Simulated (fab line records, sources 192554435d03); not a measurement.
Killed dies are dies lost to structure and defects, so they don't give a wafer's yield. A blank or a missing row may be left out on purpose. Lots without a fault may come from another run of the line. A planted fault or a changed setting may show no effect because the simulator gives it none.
Problem report in the 8D (eight disciplines) form, filled by code | flow n5_finfet | the parts of the form that need people (team, actions taken, sign-off) are left out

1. THE PROBLEM
raw_defect_count at N5_BEOL_M0_CUTY_INSPECT_59 reads a mean of 270.0 on 2 wafers of 2 lots; wafers without a fault read 2.0 with a standard deviation of 1.3. That is +99 or more standard deviations from the usual mean.
The step: inspects for defects (macro).
First seen on wafer L345.6, day 10 06:09, on defect_inspect-02. The record holds 24 wafers of 8 lots with a number at this step. Rule for "out", or "out of limits": more than 4 standard deviations from the usual mean. The other wafers with a number count as sound.

2. WHAT IT IS AND WHAT IT IS NOT
question                    | is                                   | is not
which readings at this step | raw_defect_count                     | -
which lots                  | L344, L345                           | L333, L337, L338, L339, L349, L351
which wafers of those lots  | L344.2, L345.6                       | L344.4, L344.5, L345.2, L345.5
read on which gauges        | defect_inspect-01, defect_inspect-02 | -
when                        | from day 10 06:09                    | up to then (14 sound wafers); but 8 sound wafers of L344, L349, L351 came after

3. SUSPECTS, AND WHAT RULES EACH OUT
Counting: a tool at a process step up to the reading stays a suspect if it ran every lot that is out. Sound lots after the first of them don't rule it out here, since some wafers of a struck lot are sound.
- the gauge at N5_BEOL_M0_CUTY_INSPECT_59: ruled out. The wafers that are out were read on 2 gauges (defect_inspect-01, defect_inspect-02).
- ald_sin-04 at N5_BEOL_M0_SAQP_SPACER1_ALD_98 (deposits SiO2, target thk 12.8 nm, pulse time 1 s, purge time 2 s): kept. It ran every lot that is out, first L345 (day 10 00:45); its last sound lot up to then is L339 (day 8 17:13).
- vapor_etch-01 at N5_BEOL_M0_SAQP_RECESS_109 (chemistry HF/NH3, target SiO2, target depth 3 nm, afs cycles 1, sublimation time 60 s): kept. It ran every lot that is out, first L345 (day 10 02:44); its last sound lot up to then is L333 (day 6 20:39).
- Within ald_sin-04 at N5_BEOL_M0_SAQP_SPACER1_ALD_98: the wafers that are out ran in chamber 0; their sound lot-mates ran in chambers 2, 3.
Left after counting: ald_sin-04 at N5_BEOL_M0_SAQP_SPACER1_ALD_98, vapor_etch-01 at N5_BEOL_M0_SAQP_RECESS_109.

4. THE CAUSE (what the simulator had put in)
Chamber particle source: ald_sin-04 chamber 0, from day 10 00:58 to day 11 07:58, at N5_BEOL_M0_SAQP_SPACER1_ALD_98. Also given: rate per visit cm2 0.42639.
Counting left 2 suspects, and this tool is among them.

5. THE CHAIN OF EFFECTS, in route order
Each row: a reading whose mean over the struck wafers that have a number lies more than 3 standard deviations from the usual. Only readings for which the record gives a usual standard deviation are gone through. hours: the time from each lot's start at the first step in this table that gives one to its start at this step, as a median over the lots. sigmas: the change in usual standard deviations.
hours | step                       | reading              | usual  | on struck wafers | change | sigmas
0     | N5_BEOL_M0_SAQP_INSPECT_42 | raw_defect_count     | 295    | 529              | +234   | +3.2
2     | N5_BEOL_M0_CUTY_INSPECT_59 | raw_defect_count     | 2.0    | 270.0            | +268.0 | +99 or more
156   | N5_PASSIVATION_PROBE_49    | defect_limited_yield | 91.2 % | 84.8             | -6.4   | -4.0
156   | N5_PASSIVATION_PROBE_49    | killed_at_M0_to_M3   | 34     | 120              | +86    | +7.8
156   | N5_PASSIVATION_PROBE_49    | killed_dies          | 104    | 179              | +75    | +3.9
156   | N5_PASSIVATION_PROBE_49    | sort_bin_5_function  | 5.1 %  | 10.2             | +5.1   | +5.1
156   | N5_PASSIVATION_PROBE_49    | sort_n_pass          | 1076   | 1001             | -75    | -3.9
156   | N5_PASSIVATION_PROBE_49    | sort_yield_pct       | 91.2 % | 84.8             | -6.4   | -4.0
The process steps in it:
- N5_PASSIVATION_PROBE_49
Later measuring or inspecting steps at which every struck wafer that the step has a row for has a number for every such reading, and none has moved that far: N5_BEOL_M4_RC_MEAS_101.

6. WHAT WOULD HAVE CAUGHT IT SOONER
In this record the first reading out of limits at a measuring or inspecting step was taken at day 10 06:09, 5 hours after the fault began at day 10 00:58.
Of the tool readings at N5_BEOL_M0_SAQP_SPACER1_ALD_98 for which the record gives a usual standard deviation, none was out on any struck wafer, so an alarm limit of 4 standard deviations on them would not have fired.
All the lots that are out (2) had begun N5_BEOL_M0_SAQP_SPACER1_ALD_98 on ald_sin-04 by day 10 06:09. A hold on the tool at that time would have spared none of them.
